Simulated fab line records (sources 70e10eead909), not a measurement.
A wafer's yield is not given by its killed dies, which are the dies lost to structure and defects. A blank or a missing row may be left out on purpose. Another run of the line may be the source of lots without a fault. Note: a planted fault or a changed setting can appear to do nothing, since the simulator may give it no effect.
A lot that was struck, set against a sound lot -- flow nand-harc -- 38 steps out of a route of 1302
Sound: these wafers, L605.2, L605.4, L605.6. The struck wafers were L620.2, L620.3, L620.4. At the end, the cause is stated.
Each step with rows lists, per side, the tool, then ch with its chambers, then its first start. Under that, the readings that differ: sound wafers -- struck wafers -- difference of the means -- sigmas: that difference in standard deviations of wafers without a fault.
alike: words and numbers the same on both sides, and readings whose means are apart by under 2 such deviations; not compared: readings that were withheld, readings missing a value for some wafer, numbers with overlapping values and no deviation given by the record, and bounds like >300 which may hide the same value.
The two part at a step that has a row with sigmas, a row that says differs or no value, or rows on one side only. Numbers that don't overlap but have no deviation are shown without sigmas and don't part them. A reading that every wafer of one side lacks parts them only if that side has two wafers or more.

first, 10 steps without rows for these wafers: NHARC_A_CHANNEL_FILL_D2_ALD_16 (deposits SiO2, target thk 1.5 nm, pulse time 10 s, ald cycles 15); NHARC_A_CHANNEL_FILL_D2_ANNEAL_17 (time 1800 s); NHARC_A_CHANNEL_FILL_D2_CVD_18 (deposits poly-Si, target thk 3 nm); NHARC_A_CHANNEL_FILL_D2_ETCHBACK_19 (etches the open film in HBr/Cl2, target depth 5 nm, time 1.7 s); NHARC_A_CHANNEL_FILL_D2_ETCHBACK_20 (etches the open film in C4F8/O2/Ar, target depth 27 nm, time 13.5 s); NHARC_A_CHANNEL_FILL_D2_STRIP_28 (strips in O2, time 20 s); NHARC_A_CHANNEL_FILL_D2_PRECLEAN_21 (cleans in dHF, time 30 s); NHARC_A_CHANNEL_FILL_D2_SRD_23; NHARC_A_CHANNEL_FILL_D2_CVD_05 (deposits poly-Si, target thk 5 nm); NHARC_A_CHANNEL_FILL_D2_ANNEAL_22 (time 7200 s).
NHARC_A_CHANNEL_FILL_D2_ALD_25: deposits SiOx, target thk 60 nm, pulse time 10 s, ald cycles 600.
  sound on ald-hk-04 ch 1,2, day 14 22:55; struck on ald-hk-01 ch 0,1,3, day 21 01:58
  alike: heater-power-w, precursor-pulse-height-rel
  not compared: since-wet-clean-h
NHARC_A_CHANNEL_FILL_D2_ETCHBACK_08: etches the open film in C4F8, target depth 220 nm, time 110 s.
  sound on rie-diel-01 ch 1,3, day 15 04:32; struck on rie-diel-02 ch 0,1,3, day 21 07:32
  alike: oes-product-au, rf-vpp-V
  not compared: rf-hours-counter-h
then, 4 steps without rows for these wafers: NHARC_A_CHANNEL_FILL_D2_STRIP_29 (strips in O2, time 20 s); NHARC_A_CHANNEL_FILL_D2_PRECLEAN_30 (cleans in dHF, time 30 s); NHARC_A_CHANNEL_FILL_D2_SRD_31; NHARC_A_CHANNEL_FILL_D2_CVD_09 (deposits poly-Si, target thk 150 nm, time 3000 s).
NHARC_A_CHANNEL_FILL_D2_CMP_10: polishes, target thk 150 nm.
  sound on cmp-04 ch 0,1, day 15 10:13; struck on cmp-01 ch 0,1,2, day 21 13:16
  alike: motor-current-A, time-to-endpoint-s
then, 1 step without rows for these wafers: NHARC_A_CHANNEL_FILL_D2_SRD_12.
NHARC_A_CHANNEL_FILL_D2_RTA_24: time 5 s.
  sound on rtp-anneal-01 ch 0, day 15 10:40; struck on rtp-anneal-02 ch 0, day 21 13:47
reading,sound,struck,difference,sigmas
lamp-power-pct (%),28.1 28.2 28.2,27.3 27.3 27.3,-0.9,-2
lamp_zone_1_pct (%),28.2 28.2 28.2,27.3 27.3 27.3,-0.9,-2
lamp_zone_2_pct (%),28.2 28.2 28.2,27.3 27.3 27.3,-0.9,-2
  alike: wafer_temp_C_max
then, 12 steps without rows for these wafers: NHARC_A_STAIRCASE_DEP_156 (deposits SiNx, target thk 50 nm); NHARC_A_STAIRCASE_DEHYDRATE_158 (time 120 s); NHARC_A_STAIRCASE_HMDS_159 (time 30 s); NHARC_A_STAIRCASE_COAT_160; NHARC_A_STAIRCASE_SOFTBAKE_161 (time 170 s); NHARC_A_STAIRCASE_EBR_162; NHARC_A_STAIRCASE_EXPOSE_163 (exposes mask STAIR OPEN); NHARC_A_STAIRCASE_PEB_164 (peb time 130 s); NHARC_A_STAIRCASE_DEVELOP_165 (time 140 s); NHARC_A_STAIRCASE_HARDBAKE_167 (time 140 s); NHARC_A_STAIRCASE_DESCUM_168 (chemistry O2, time 3 s); NHARC_A_STAIRCASE_ETCH_169 (etches the open film in CH3F/O2, target depth 50 nm, time 107.1 s).
NHARC_A_STAIRCASE_ETCH_170: etches the open film in C4F6/O2, target depth 200 nm, time 66.667 s.
  sound on rie-diel-05 ch 2,3; struck on rie-diel-05 ch 0,1,2
  alike: bias-w, drypump-motor-current-A, oes-product-au, rf-vpp-V, showerhead-plenum-p-Torr, throttle-valve-pct
  not compared: rf-hours-counter-h
NHARC_A_STAIRCASE_STRIP_171: strips in O2.
  sound on plasma-asher-02 ch 0,1, day 15 12:28; struck on plasma-asher-01 ch 0,1, day 21 15:20
  alike: drypump-motor-current-A, heater-power-w
  not compared: rf-hours-counter-h
then, 4 steps without rows for these wafers: NHARC_A_STAIRCASE_STRIP_172 (strips in SPM, time 900 s); NHARC_A_STAIRCASE_PRECLEAN_173 (cleans in SC1); NHARC_A_STAIRCASE_SRD_174; NHARC_A_STAIRCASE_DEHYDRATE_01 (time 120 s).
-- record jumps: 12 days between struck wafers' starts before vs after; left off in module A_STAIRCASE, resumes in module END, first step shown is number 1302 of the route --
NHARC_END_SORT_01:
  only the struck wafers appear in the record here, on prober-01 ch 0 at day 33 07:03; the sound ones have no rows

== WHERE THEY PART ==
First at NHARC_A_CHANNEL_FILL_D2_RTA_24; last, within this record, at NHARC_END_SORT_01.

WHY: whatever the simulator had introduced
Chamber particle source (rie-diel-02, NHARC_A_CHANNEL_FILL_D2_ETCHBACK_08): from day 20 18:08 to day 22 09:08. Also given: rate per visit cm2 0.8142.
